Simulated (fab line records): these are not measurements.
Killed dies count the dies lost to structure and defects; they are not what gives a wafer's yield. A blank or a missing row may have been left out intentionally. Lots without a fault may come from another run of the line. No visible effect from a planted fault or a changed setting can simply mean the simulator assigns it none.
Chamber matching -- flow n5Finfet -- rieDiel-03 running N5_FIN_SAQP_STRIP_55: 4 sister chambers
The step strips in N2/H2. 4 wafers are shown with their chamber, then 7 later ones without.

== WAFERS WITH THEIR CHAMBER ==
wafer,chamber,showerheadPlenumPTorr (Torr)
L089.4,0,3.32
L089.6,2,3.38
L092.1,1,3.42
L092.4,3,3.27

== WAFERS WHOSE CHAMBER IS MISSING ==
wafer,showerheadPlenumPTorr (Torr)
L092.5,3.31
L096.4,3.26
L096.5,3.37
L096.6,3.26
L097.1,3.42
L097.2,3.31
L097.5,3.37

== CHAMBER TAKEN BY EACH ==
wafer,from the rows above,in truth
L092.5,0,0
L096.4,3,3
L096.5,2,2
L096.6,3,3
L097.1,1,1
L097.2,0,0
L097.5,2,2
Placed correctly: 7 of 7. Not placeable from these rows: 0. Placed wrongly: 0.
How it was worked out, from the rows above alone: a wafer's distance from a chamber is the root of the sum, over the readings, of the square of ((its reading less the chamber's mean) divided by the reading's scatter). If the next closest chamber is less than 2 further off than the closest, the wafer can't be placed; otherwise it belongs to the closest. A chamber's mean is the mean of its shown wafers. The scatter: with one shown wafer a chamber, the root of the mean of the squares of how far each hidden wafer lies from its nearest shown one.
